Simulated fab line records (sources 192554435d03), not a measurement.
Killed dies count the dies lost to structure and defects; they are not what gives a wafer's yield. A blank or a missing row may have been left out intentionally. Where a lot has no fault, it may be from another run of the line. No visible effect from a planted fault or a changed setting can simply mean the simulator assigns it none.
fab line records	flow n5Finfet
record lots=24	wafers=72	lastDay=19
route steps=1938 shown BEOL_M3@1007 BEOL_M4@1022
lots with no fault: from the same line, run without faults
startH: start of the lot's first displayed wafer, in hours after the record's first day	waitH: how many hours have passed since the lot's step before this one	" the same as in the row above	L1.1+2: several wafers, shown together as one row	- no value, or no start was given	* or withheld: withheld	< > ~ a bound
route shown NAME@n: a module of which the file shows steps, and the number in the route of the first	usual: mean/standard deviation taken from wafers without a fault	same: alike in all rows	chamber/n: place in a boat	sites: the reading at each site	_std_site: standard deviation of those values	_edge_site: outer sites' mean less inner sites'	radiusMm: for every site, how far away it sits from the centre of the wafer	mask NAME#n: copy n	behind: the tool/chamber that last shaped the wafer	hold: reason for holding the lot/hours on hold/outcome of the hold	device: the n, p or np transistor that did not switch	end of line: at the end of the route, the tests of the same wafers	for a step that has no rows: nothing shown but its recipe	killed: dies that structure and defects cost at the first sort, which is not the same as the wafer's yield	map: per-die view of a wafer (x killed, . not killed, _ where there is no die)
set.NAME: the setting that was run; set.NAME@STEP: the one run at that earlier step	model.NAME: the simulator's own value behind a step, which no gauge read
route steps across a sampled set of lots; one table per step, one row per wafer
services: when a tool's chamber went out of use (startH, in hours from the record's first day, below 0 if earlier), for how many hours, and the reason
## steps
# step N5_BEOL_M3_ANNEAL_93
# recipe tempC=400	timeS=240	ambient=vacuum
# usual heaterPowerW=862/86
lot.wafer	tool	chamber	startH	waitH	heaterPowerW
L074.2	pvdSputter-01	-	159.46	0.0	835
L074.3	"	-	"	"	892
L074.5	"	-	"	"	1048
L075.3	pvdSputter-02	-	164.78	0.0	934
L075.4	"	-	"	"	755
L075.6	"	-	"	"	927
L077.1	pvdSputter-03	-	207.12	0.0	878
L077.2	"	-	"	"	857
L077.5	"	-	"	"	860
L078.2	pvdSputter-01	-	218.79	0.0	846
L078.3	"	-	"	"	1086
L078.6	"	-	"	"	908
L076.1	pvdSputter-01	-	226.97	0.0	1051
L076.5	"	-	"	"	865
L076.6	"	-	"	"	830
L083.1	pvdSputter-03	-	229.80	0.0	756
L083.2	"	-	"	"	880
L083.5	"	-	"	"	847
L081.1	pvdSputter-03	-	233.94	0.0	857
L081.2	"	-	"	"	850
L081.4	"	-	"	"	754
L080.1	pvdSputter-01	-	234.37	0.0	885
L080.3	"	-	"	"	1094
L080.4	"	-	"	"	838
L079.1	pvdSputter-03	-	236.16	0.0	853
L079.2	"	-	"	"	763
L079.3	"	-	"	"	902
L082.1	pvdSputter-01	-	244.26	0.0	855
L082.2	"	-	"	"	886
L082.5	"	-	"	"	910
L084.2	pvdSputter-01	-	247.32	0.0	852
L084.4	"	-	"	"	906
L084.6	"	-	"	"	845
L085.3	pvdSputter-03	-	252.04	0.0	877
L085.5	"	-	"	"	832
L085.6	"	-	"	"	922
L088.1	pvdSputter-02	-	256.17	0.0	953
L088.2	"	-	"	"	801
L088.4	"	-	"	"	784
L086.1	pvdSputter-03	-	257.94	0.0	896
L086.2	"	-	"	"	863
L086.4	"	-	"	"	839
L087.4	pvdSputter-02	-	265.73	0.0	958
L087.5	"	-	"	"	783
L087.6	"	-	"	"	751
L091.1	pvdSputter-03	-	278.41	0.0	787
L091.3	"	-	"	"	865
L091.6	"	-	"	"	921
L089.1	pvdSputter-03	-	284.80	0.0	881
L089.3	"	-	"	"	861
L089.5	"	-	"	"	847
L093.1	pvdSputter-02	-	297.38	0.0	757
L093.3	"	-	"	"	946
L093.5	"	-	"	"	754
L090.1	pvdSputter-02	-	300.06	0.0	782
L090.2	"	-	"	"	926
L090.4	"	-	"	"	759
L092.3	pvdSputter-01	-	302.80	0.0	828
L092.4	"	-	"	"	869
L092.5	"	-	"	"	1066
L094.1	pvdSputter-02	-	304.44	0.0	749
L094.2	"	-	"	"	779
L094.5	"	-	"	"	782
L095.1	pvdSputter-01	-	306.26	0.0	867
L095.5	"	-	"	"	928
L095.6	"	-	"	"	1093
L096.3	pvdSputter-02	-	311.34	0.0	772
L096.5	"	-	"	"	760
L096.6	"	-	"	"	950
L097.1	pvdSputter-03	-	313.18	0.0	864
L097.3	"	-	"	"	853
L097.5	"	-	"	"	887
# step N5_BEOL_M4_THK_MEAS_01
# recipe reads=SiOC_of_BEOL_M4_ILD_DEP_00
# usual M4_ILD_THK=79.4/1.4
lot.wafer	tool	chamber	startH	waitH	M4_ILD_THK[nm]
L074.2	filmMetro-01	-	161.11	0.1	79.9
L074.3	"	-	"	"	78.7
L074.5	"	-	"	"	79.7
L075.3	filmMetro-01	-	166.37	0.1	80.2
L075.4	"	-	"	"	81.3
L075.6	"	-	"	"	82.0
L077.1	filmMetro-02	-	208.66	0.0	77.5
L077.2	"	-	"	"	77.3
L077.5	"	-	"	"	80.7
L078.2	filmMetro-02	-	220.46	0.1	77.2
L078.3	"	-	"	"	77.0
L078.6	"	-	"	"	79.0
L076.1	filmMetro-02	-	228.98	0.1	80.2
L076.5	"	-	"	"	79.1
L076.6	"	-	"	"	82.1
L083.1	filmMetro-02	-	231.59	0.0	79.1
L083.2	"	-	"	"	80.3
L083.5	"	-	"	"	80.4
L081.1	filmMetro-01	-	235.48	0.0	79.2
L081.2	"	-	"	"	79.0
L081.4	"	-	"	"	79.8
L080.1	filmMetro-02	-	235.90	0.0	79.3
L080.3	"	-	"	"	80.9
L080.4	"	-	"	"	81.3
L079.1	filmMetro-02	-	237.70	0.0	78.5
L079.2	"	-	"	"	79.3
L079.3	"	-	"	"	80.0
L082.1	filmMetro-01	-	245.89	0.0	77.8
L082.2	"	-	"	"	78.1
L082.5	"	-	"	"	79.4
L084.2	filmMetro-01	-	248.86	0.1	78.9
L084.4	"	-	"	"	78.9
L084.6	"	-	"	"	80.2
L085.3	filmMetro-02	-	253.58	0.1	79.7
L085.5	"	-	"	"	80.2
L085.6	"	-	"	"	78.4
L088.1	filmMetro-02	-	257.90	0.0	78.7
L088.2	"	-	"	"	78.6
L088.4	"	-	"	"	80.1
L086.1	filmMetro-01	-	259.48	0.0	76.9
L086.2	"	-	"	"	77.1
L086.4	"	-	"	"	78.3
L087.4	filmMetro-01	-	267.42	0.1	82.0
L087.5	"	-	"	"	81.8
L087.6	"	-	"	"	79.7
L091.1	filmMetro-02	-	279.95	0.0	79.6
L091.3	"	-	"	"	77.6
L091.6	"	-	"	"	78.6
L089.1	filmMetro-02	-	286.37	0.0	78.6
L089.3	"	-	"	"	76.7
L089.5	"	-	"	"	81.3
L093.1	filmMetro-01	-	299.04	0.0	78.8
L093.3	"	-	"	"	79.5
L093.5	"	-	"	"	80.5
L090.1	filmMetro-02	-	301.91	0.0	79.3
L090.2	"	-	"	"	80.1
L090.4	"	-	"	"	81.8
L092.3	filmMetro-01	-	304.37	0.1	77.5
L092.4	"	-	"	"	79.2
L092.5	"	-	"	"	80.2
L094.1	filmMetro-01	-	306.44	0.1	78.4
L094.2	"	-	"	"	80.2
L094.5	"	-	"	"	78.8
L095.1	filmMetro-01	-	307.80	0.0	77.7
L095.5	"	-	"	"	79.5
L095.6	"	-	"	"	80.5
L096.3	filmMetro-01	-	312.88	0.1	81.9
L096.5	"	-	"	"	80.1
L096.6	"	-	"	"	81.0
L097.1	filmMetro-01	-	314.72	0.0	77.2
L097.3	"	-	"	"	78.1
L097.5	"	-	"	"	79.0
# step N5_BEOL_M4_ETCH_74
# recipe chemistry=N2/H2	target=underlayer	targetDepthA=65	maskMaterial=CAR-EUV	timeS=5.2	ionEnergyEv=200	pressureMtorr=30	sourceW=840	biasW=150	n2FlowSccm=200	h2FlowSccm=200	ends=cleared
# usual drypumpMotorCurrentA=5.5/0.46	etchRfOnTimeS=5.18/0.21	oesProductAu=0.69/0.075	rfVppV=524.2/2.8	showerheadPlenumPTorr=2.54/0.092	throttleValvePct=17.76/0.23
lot.wafer	tool	chamber	startH	waitH	drypumpMotorCurrentA	etchRfOnTimeS	oesProductAu	rfHoursCounterH	rfVppV	showerheadPlenumPTorr	throttleValvePct
L074.2	rieDiel-02	3	164.11	0.0	5.7	5.13	0.83	1	524.2	2.47	17.29
L074.3	"	2	"	"	5.2	5.18	0.66	115	527.9	2.65	17.56
L074.5	"	1	"	"	5.5	5.39	0.58	-	521.5	2.52	18.30
L075.3	rieDiel-03	0	167.12	0.0	5.0	4.89	0.75	38	525.0	2.56	17.52
L075.4	"	2	"	"	5.2	4.88	0.64	179	519.8	2.41	17.93
L075.6	"	1	"	"	5.8	5.93	0.56	-	522.9	2.51	17.69
L077.1	rieDiel-03	3	210.90	0.0	4.9	5.21	0.78	18	527.6	2.71	17.61
L077.2	"	2	"	"	5.2	5.06	0.62	193	521.3	2.41	17.95
L077.5	"	3	"	"	4.9	5.22	0.78	-	528.8	2.70	17.62
L078.2	rieDiel-02	2	221.79	0.0	5.2	5.13	0.65	139	525.9	2.63	17.64
L078.3	"	3	"	"	5.7	5.14	0.78	24	523.6	2.46	17.32
L078.6	"	0	"	"	6.4	5.05	0.70	-	525.2	2.54	17.84
L076.1	rieDiel-03	1	231.90	0.0	5.8	5.93	0.54	240	522.9	2.50	17.71
L076.5	"	2	"	"	5.3	5.03	0.62	-	519.0	2.40	17.97
L076.6	"	3	"	"	4.9	5.16	0.76	-	528.2	2.70	17.63
L083.1	rieDiel-02	3	232.86	0.0	5.7	5.01	0.78	28	523.7	2.46	17.35
L083.2	"	1	"	"	5.4	5.11	0.83	7	524.2	2.52	17.93
L083.5	"	0	"	"	6.3	5.08	0.69	-	525.0	2.54	17.85
L081.1	rieDiel-03	3	236.44	0.0	4.9	5.16	0.76	27	529.5	2.70	17.64
L081.2	"	2	"	"	5.2	5.03	0.61	203	519.9	2.40	17.95
L081.4	"	1	"	"	5.8	5.89	0.55	241	523.0	2.50	17.73
L080.1	rieDiel-04	3	236.78	0.0	6.0	5.31	0.75	37	527.6	2.61	17.90
L080.3	"	2	"	"	6.2	5.24	0.75	23	526.4	2.70	17.60
L080.4	"	0	"	"	5.8	5.13	0.59	230	524.8	2.64	18.03
L079.1	rieDiel-04	2	239.22	0.0	6.3	5.20	0.76	24	527.8	2.70	17.63
L079.2	"	0	"	"	5.8	5.20	0.59	231	526.4	2.64	18.02
L079.3	"	3	"	"	6.0	5.34	0.75	38	524.2	2.61	17.87
L082.1	rieDiel-02	1	248.92	0.0	5.5	5.19	0.81	12	524.1	2.51	17.96
L082.2	"	0	"	"	6.3	5.14	0.67	105	525.2	2.53	17.85
L082.5	"	3	"	"	5.7	5.12	0.76	-	521.9	2.46	17.36
L084.2	rieDiel-03	0	252.43	0.0	5.0	4.99	0.72	66	525.8	2.55	17.58
L084.4	"	3	"	"	4.9	5.12	0.76	33	529.5	2.70	17.63
L084.6	"	3	"	"	4.8	5.14	0.76	-	528.6	2.70	17.65
L085.3	rieDiel-04	0	256.04	0.0	5.8	5.12	0.58	236	525.4	2.64	18.02
L085.5	"	0	"	"	5.8	5.13	0.59	-	527.7	2.64	18.01
L085.6	"	3	"	"	6.0	5.36	0.73	-	525.6	2.60	17.91
L088.1	rieDiel-03	2	259.29	0.0	5.2	5.04	0.61	211	520.0	2.40	18.00
L088.2	"	1	"	"	5.9	5.88	0.55	249	523.3	2.50	17.76
L088.4	"	3	"	"	4.9	5.14	0.75	36	528.5	2.70	17.66
L086.1	rieDiel-02	3	262.97	0.0	5.7	5.15	0.75	37	522.1	2.45	17.36
L086.2	"	2	"	"	5.2	5.11	0.64	153	524.9	2.63	17.66
L086.4	"	0	"	"	6.3	5.06	0.68	110	525.8	2.53	17.84
L087.4	rieDiel-04	3	268.75	0.0	6.0	5.32	0.74	48	524.9	2.60	17.87
L087.5	"	2	"	"	6.2	5.23	0.76	-	529.2	2.70	17.62
L087.6	"	3	"	"	6.0	5.31	0.74	-	524.1	2.60	17.90
L091.1	rieDiel-03	3	281.52	0.0	4.8	5.15	0.74	45	528.8	2.69	17.68
L091.3	"	0	"	"	5.0	5.03	0.70	77	521.0	2.55	17.61
L091.6	"	3	"	"	4.9	5.13	0.73	-	527.1	2.69	17.67
L089.1	rieDiel-02	3	288.78	0.0	5.7	5.23	0.73	47	524.1	2.45	17.38
L089.3	"	0	"	"	6.3	5.12	0.67	119	525.7	2.53	17.89
L089.5	"	2	"	"	5.2	5.19	0.63	-	528.2	2.62	17.63
L093.1	rieDiel-03	1	300.59	0.0	5.9	5.42	0.80	6	523.5	2.49	17.43
L093.3	"	2	"	"	5.2	4.99	0.59	225	522.3	2.39	18.02
L093.5	"	1	"	"	5.8	5.48	0.79	-	522.8	2.49	17.45
L090.1	rieDiel-02	3	304.11	0.0	5.7	5.23	0.73	52	520.7	2.45	17.39
L090.2	"	1	"	"	5.5	5.20	0.78	27	520.9	2.51	17.98
L090.4	"	0	"	"	6.3	5.13	0.66	125	526.3	2.53	17.88
L092.3	rieDiel-02	1	307.49	0.0	5.5	5.29	0.78	28	523.0	2.51	17.97
L092.4	"	0	"	"	6.3	5.11	0.68	126	523.4	2.53	17.89
L092.5	"	2	"	"	5.2	5.20	0.62	-	525.6	2.62	17.70
L094.1	rieDiel-03	2	307.80	0.0	5.2	5.06	0.60	227	520.7	2.39	18.00
L094.2	"	3	"	"	4.9	5.22	0.71	53	529.4	2.69	17.67
L094.5	"	3	"	"	4.9	5.19	0.72	-	530.3	2.69	17.67
L095.1	rieDiel-03	3	309.24	0.0	4.8	5.18	0.72	53	526.5	2.69	17.68
L095.5	"	1	"	"	5.8	5.47	0.78	-	523.2	2.49	17.43
L095.6	"	2	"	"	5.2	5.02	0.60	-	519.9	2.39	18.02
L096.3	rieDiel-02	1	314.28	0.0	5.5	5.25	0.77	31	520.9	2.51	17.98
L096.5	"	0	"	"	6.3	5.11	0.67	-	523.5	2.53	17.89
L096.6	"	3	"	"	5.7	5.11	0.73	-	523.3	2.45	17.41
L097.1	rieDiel-02	3	317.36	0.0	5.7	5.17	0.74	56	520.6	2.45	17.40
L097.3	"	0	"	"	6.4	5.10	0.66	129	524.5	2.52	17.90
L097.5	"	3	"	"	5.7	5.14	0.73	-	523.6	2.45	17.39
# step N5_BEOL_M4_CD_MEAS_35
# recipe targetCdNm=18	targetCdYNm=22.4	polarity=opening
# usual cdNm=18.0/0.42
lot.wafer	tool	chamber	startH	waitH	cdNm
L074.2	cdSem-01	-	171.63	0.0	18.3
L074.3	"	-	"	"	18.6
L074.5	"	-	"	"	18.7
L075.3	cdSem-03	-	182.22	0.0	18.1
L075.4	"	-	"	"	18.7
L075.6	"	-	"	"	18.0
L077.1	cdSem-02	-	223.90	0.0	18.0
L077.2	"	-	"	"	18.1
L077.5	"	-	"	"	17.5
L078.2	cdSem-01	-	227.89	0.0	18.7
L078.3	"	-	"	"	17.8
L078.6	"	-	"	"	18.3
L076.1	cdSem-03	-	234.98	0.0	18.0
L076.5	"	-	"	"	17.8
L076.6	"	-	"	"	18.0
L083.1	cdSem-02	-	238.25	0.0	17.7
L083.2	"	-	"	"	17.8
L083.5	"	-	"	"	18.5
L081.1	cdSem-02	-	241.55	0.0	18.2
L081.2	"	-	"	"	18.2
L081.4	"	-	"	"	18.8
L080.1	cdSem-03	-	245.00	0.0	17.8
L080.3	"	-	"	"	17.7
L080.4	"	-	"	"	17.9
L079.1	cdSem-03	-	252.63	0.0	18.3
L079.2	"	-	"	"	18.9
L079.3	"	-	"	"	18.2
L082.1	cdSem-01	-	255.23	0.0	17.6
L082.2	"	-	"	"	17.9
L082.5	"	-	"	"	17.3
L084.2	cdSem-01	-	268.19	0.0	17.9
L084.4	"	-	"	"	17.6
L084.6	"	-	"	"	18.0
L085.3	cdSem-02	-	271.46	0.0	17.8
L085.5	"	-	"	"	18.1
L085.6	"	-	"	"	17.3
L088.1	cdSem-02	-	271.85	0.0	17.9
L088.2	"	-	"	"	18.5
L088.4	"	-	"	"	17.7
L086.1	cdSem-02	-	271.94	0.0	17.5
L086.2	"	-	"	"	18.7
L086.4	"	-	"	"	18.0
L087.4	cdSem-02	-	280.42	0.0	17.2
L087.5	"	-	"	"	18.3
L087.6	"	-	"	"	17.8
L091.1	cdSem-01	-	294.71	0.0	17.7
L091.3	"	-	"	"	17.3
L091.6	"	-	"	"	17.4
L089.1	cdSem-01	-	300.31	0.0	17.2
L089.3	"	-	"	"	19.0
L089.5	"	-	"	"	18.1
L093.1	cdSem-02	-	313.36	0.0	18.5
L093.3	"	-	"	"	17.6
L093.5	"	-	"	"	18.5
L090.1	cdSem-02	-	317.93	0.0	17.9
L090.2	"	-	"	"	18.1
L090.4	"	-	"	"	18.4
L092.3	cdSem-03	-	318.11	0.0	17.9
L092.4	"	-	"	"	18.6
L092.5	"	-	"	"	18.2
L094.1	cdSem-01	-	322.33	0.0	17.9
L094.2	"	-	"	"	18.1
L094.5	"	-	"	"	17.9
L095.1	cdSem-01	-	326.54	0.0	17.9
L095.5	"	-	"	"	17.7
L095.6	"	-	"	"	17.8
L096.3	cdSem-02	-	344.80	0.0	17.4
L096.5	"	-	"	"	18.0
L096.6	"	-	"	"	17.6
L097.1	cdSem-01	-	345.06	0.0	17.7
L097.3	"	-	"	"	18.2
L097.5	"	-	"	"	17.5
# step N5_BEOL_M4_SPUTTER_81
# recipe material=Cu	targetThkA=45	tempC=-20	chamberPressurePa=0.07	powerW=withheld	timeS=8.29
# usual chamberPressurePa=0.07001/0.00014	throttleValvePct=29.7/1.3
lot.wafer	tool	chamber	startH	waitH	chamberPressurePa	throttleValvePct
L074.2	pvdSputter-03	-	172.96	0.1	0.07003	28.7
L074.3	"	-	"	"	0.06995	27.8
L074.5	"	-	"	"	0.07002	29.6
L075.3	pvdSputter-03	-	183.48	0.1	0.07009	28.8
L075.4	"	-	"	"	0.07006	28.8
L075.6	"	-	"	"	0.06988	27.9
L077.1	pvdSputter-02	-	225.70	0.1	0.06991	31.4
L077.2	"	-	"	"	0.0701	31.4
L077.5	"	-	"	"	0.06995	29.1
L078.2	pvdSputter-03	-	230.68	0.1	0.07026	28.7
L078.3	"	-	"	"	0.07029	29.7
L078.6	"	-	"	"	0.0698	28.9
L076.1	pvdSputter-02	-	236.68	0.1	0.06988	31.2
L076.5	"	-	"	"	0.06994	28.7
L076.6	"	-	"	"	0.07003	31.3
L083.1	pvdSputter-02	-	240.30	0.1	0.06993	31.3
L083.2	"	-	"	"	0.06998	31.3
L083.5	"	-	"	"	0.06983	28.9
L081.1	pvdSputter-02	-	245.06	0.1	0.06994	28.9
L081.2	"	-	"	"	0.07024	31.5
L081.4	"	-	"	"	0.0703	30.3
L080.1	pvdSputter-03	-	246.50	0.1	0.07011	27.9
L080.3	"	-	"	"	0.07002	28.8
L080.4	"	-	"	"	0.06982	29.5
L079.1	pvdSputter-03	-	253.96	0.1	0.06982	27.8
L079.2	"	-	"	"	0.06989	29.6
L079.3	"	-	"	"	0.0699	29.1
L082.1	pvdSputter-01	-	256.75	0.1	0.06998	28.6
L082.2	"	-	"	"	0.06981	32.8
L082.5	"	-	"	"	0.06985	32.7
L084.2	pvdSputter-02	-	269.56	0.1	0.06981	31.2
L084.4	"	-	"	"	0.06999	31.4
L084.6	"	-	"	"	0.07015	31.3
L085.3	pvdSputter-02	-	273.11	0.1	0.0701	28.5
L085.5	"	-	"	"	0.06983	31.5
L085.6	"	-	"	"	0.0701	31.4
L086.1	pvdSputter-03	-	273.69	0.1	0.06978	29.5
L086.2	"	-	"	"	0.06984	28.1
L086.4	"	-	"	"	0.0702	28.8
L088.1	pvdSputter-02	-	274.95	0.1	0.07017	31.4
L088.2	"	-	"	"	0.06978	31.3
L088.4	"	-	"	"	0.07008	28.9
L087.4	pvdSputter-03	-	282.00	0.1	0.07001	29.7
L087.5	"	-	"	"	0.06996	29.3
L087.6	"	-	"	"	0.07028	28.8
L091.1	pvdSputter-03	-	296.14	0.1	0.06998	29.0
L091.3	"	-	"	"	0.06992	27.8
L091.6	"	-	"	"	0.06998	28.0
L089.1	pvdSputter-03	-	301.75	0.1	0.07023	28.0
L089.3	"	-	"	"	0.0699	29.1
L089.5	"	-	"	"	0.06996	28.7
L093.1	pvdSputter-03	-	314.92	0.1	0.06992	28.8
L093.3	"	-	"	"	0.07011	28.9
L093.5	"	-	"	"	0.06987	29.7
L090.1	pvdSputter-03	-	319.42	0.1	0.07003	29.1
L090.2	"	-	"	"	0.06979	29.0
L090.4	"	-	"	"	0.07019	29.8
L092.3	pvdSputter-02	-	321.12	0.1	0.07001	30.2
L092.4	"	-	"	"	0.07013	31.3
L092.5	"	-	"	"	0.0702	31.3
L094.1	pvdSputter-01	-	323.87	0.1	0.07003	28.5
L094.2	"	-	"	"	0.06972	30.8
L094.5	"	-	"	"	0.0697	31.1
L095.1	pvdSputter-02	-	329.48	0.1	0.06976	28.7
L095.5	"	-	"	"	0.07002	31.4
L095.6	"	-	"	"	0.07006	31.2
L096.3	pvdSputter-03	-	346.06	0.1	0.06992	28.8
L096.5	"	-	"	"	0.06998	28.8
L096.6	"	-	"	"	0.07005	28.0
L097.1	pvdSputter-01	-	346.27	0.1	0.07001	30.4
L097.3	"	-	"	"	0.07011	32.8
L097.5	"	-	"	"	0.0702	32.6
# step N5_BEOL_M4_SPUTTER_88
# recipe material=Cu	targetThkA=45	tempC=-20	chamberPressurePa=0.07	powerW=withheld	timeS=8.29
# usual chamberPressurePa=0.07001/0.00014	throttleValvePct=29.7/1.3
lot.wafer	tool	chamber	startH	waitH	chamberPressurePa	throttleValvePct
L074.2	pvdSputter-03	-	173.40	0.1	0.07008	29.0
L074.3	"	-	"	"	0.06999	27.9
L074.5	"	-	"	"	0.07022	29.7
L075.3	pvdSputter-03	-	183.92	0.1	0.06994	29.1
L075.4	"	-	"	"	0.06997	28.7
L075.6	"	-	"	"	0.07007	28.3
L077.1	pvdSputter-02	-	226.14	0.1	0.07006	31.6
L077.2	"	-	"	"	0.07001	31.0
L077.5	"	-	"	"	0.07018	28.7
L078.2	pvdSputter-03	-	231.12	0.1	0.0699	28.8
L078.3	"	-	"	"	0.06998	29.4
L078.6	"	-	"	"	0.06979	28.9
L076.1	pvdSputter-02	-	237.12	0.1	0.07005	31.3
L076.5	"	-	"	"	0.06999	28.9
L076.6	"	-	"	"	0.06999	31.3
L083.1	pvdSputter-02	-	240.74	0.1	0.06978	31.5
L083.2	"	-	"	"	0.07004	31.4
L083.5	"	-	"	"	0.07012	28.9
L081.1	pvdSputter-02	-	245.50	0.1	0.06991	28.9
L081.2	"	-	"	"	0.07021	31.2
L081.4	"	-	"	"	0.06992	30.1
L080.1	pvdSputter-03	-	246.94	0.1	0.07005	27.9
L080.3	"	-	"	"	0.06967	29.1
L080.4	"	-	"	"	0.06988	29.4
L079.1	pvdSputter-03	-	254.40	0.1	0.07031	27.7
L079.2	"	-	"	"	0.0701	29.8
L079.3	"	-	"	"	0.07017	28.9
L082.1	pvdSputter-01	-	257.19	0.1	0.06999	28.6
L082.2	"	-	"	"	0.06985	33.0
L082.5	"	-	"	"	0.07001	32.6
L084.2	pvdSputter-02	-	270.00	0.1	0.07006	31.3
L084.4	"	-	"	"	0.06987	31.5
L084.6	"	-	"	"	0.07018	31.1
L085.3	pvdSputter-02	-	273.55	0.1	0.07012	28.8
L085.5	"	-	"	"	0.07007	31.6
L085.6	"	-	"	"	0.07	31.5
L086.1	pvdSputter-03	-	274.13	0.1	0.07	29.6
L086.2	"	-	"	"	0.07012	28.1
L086.4	"	-	"	"	0.07019	28.6
L088.1	pvdSputter-02	-	275.39	0.1	0.06995	31.3
L088.2	"	-	"	"	0.06991	31.1
L088.4	"	-	"	"	0.06982	28.8
L087.4	pvdSputter-03	-	282.44	0.1	0.06979	29.6
L087.5	"	-	"	"	0.06962	28.7
L087.6	"	-	"	"	0.06982	28.8
L091.1	pvdSputter-03	-	296.58	0.1	0.06999	29.0
L091.3	"	-	"	"	0.07006	28.1
L091.6	"	-	"	"	0.07026	28.1
L089.1	pvdSputter-03	-	302.19	0.1	0.06981	27.8
L089.3	"	-	"	"	0.06983	29.0
L089.5	"	-	"	"	0.06992	28.5
L093.1	pvdSputter-03	-	315.36	0.1	0.06992	28.9
L093.3	"	-	"	"	0.07012	28.8
L093.5	"	-	"	"	0.07001	29.6
L090.1	pvdSputter-03	-	319.86	0.1	0.07	28.9
L090.2	"	-	"	"	0.0701	28.7
L090.4	"	-	"	"	0.07002	29.5
L092.3	pvdSputter-02	-	321.56	0.1	0.06968	30.0
L092.4	"	-	"	"	0.0702	31.2
L092.5	"	-	"	"	0.06993	31.5
L094.1	pvdSputter-01	-	324.31	0.1	0.0699	28.6
L094.2	"	-	"	"	0.07024	30.8
L094.5	"	-	"	"	0.07013	31.1
L095.1	pvdSputter-02	-	329.92	0.1	0.06969	29.0
L095.5	"	-	"	"	0.07025	31.3
L095.6	"	-	"	"	0.0699	31.1
L096.3	pvdSputter-03	-	346.50	0.1	0.07012	29.0
L096.5	"	-	"	"	0.07021	28.8
L096.6	"	-	"	"	0.07015	27.9
L097.1	pvdSputter-01	-	346.71	0.1	0.06967	31.0
L097.3	"	-	"	"	0.07006	32.9
L097.5	"	-	"	"	0.06994	33.0
## services
tool	chamber	startH	hours	kind
rieDiel-04	2	135.83	-	clean
rieDiel-04	2	135.83	-	consumableReplace:focusRing
rieDiel-04	2	135.83	-	consumableReplace:showerhead
rieDiel-04	2	135.83	27.6	scheduledDown
rieDiel-04	2	135.83	27.6	ventCycle
rieDiel-02	3	140.88	-	clean
rieDiel-02	3	140.88	-	consumableReplace:focusRing
rieDiel-02	3	140.88	17.4	scheduledDown
rieDiel-02	3	140.88	17.4	ventCycle
rieDiel-04	0	148.13	4.3	repair
pvdSputter-01	-	155.00	1.1	repair
pvdSputter-01	-	161.50	48.4	repair
rieDiel-02	1	191.74	-	clean
rieDiel-02	1	191.74	-	consumableReplace:focusRing
rieDiel-02	1	191.74	22.8	scheduledDown
rieDiel-02	1	191.74	22.8	ventCycle
rieDiel-03	0	201.11	2.7	repair
rieDiel-04	2	244.17	16.4	repair
rieDiel-03	1	263.46	-	clean
rieDiel-03	1	263.46	-	consumableReplace:focusRing
rieDiel-02	1	286.15	11.8	repair
rieDiel-04	0	302.78	-	clean
rieDiel-04	0	302.78	-	consumableReplace:focusRing
rieDiel-02	3	333.88	28.2	repair
## key
fault none
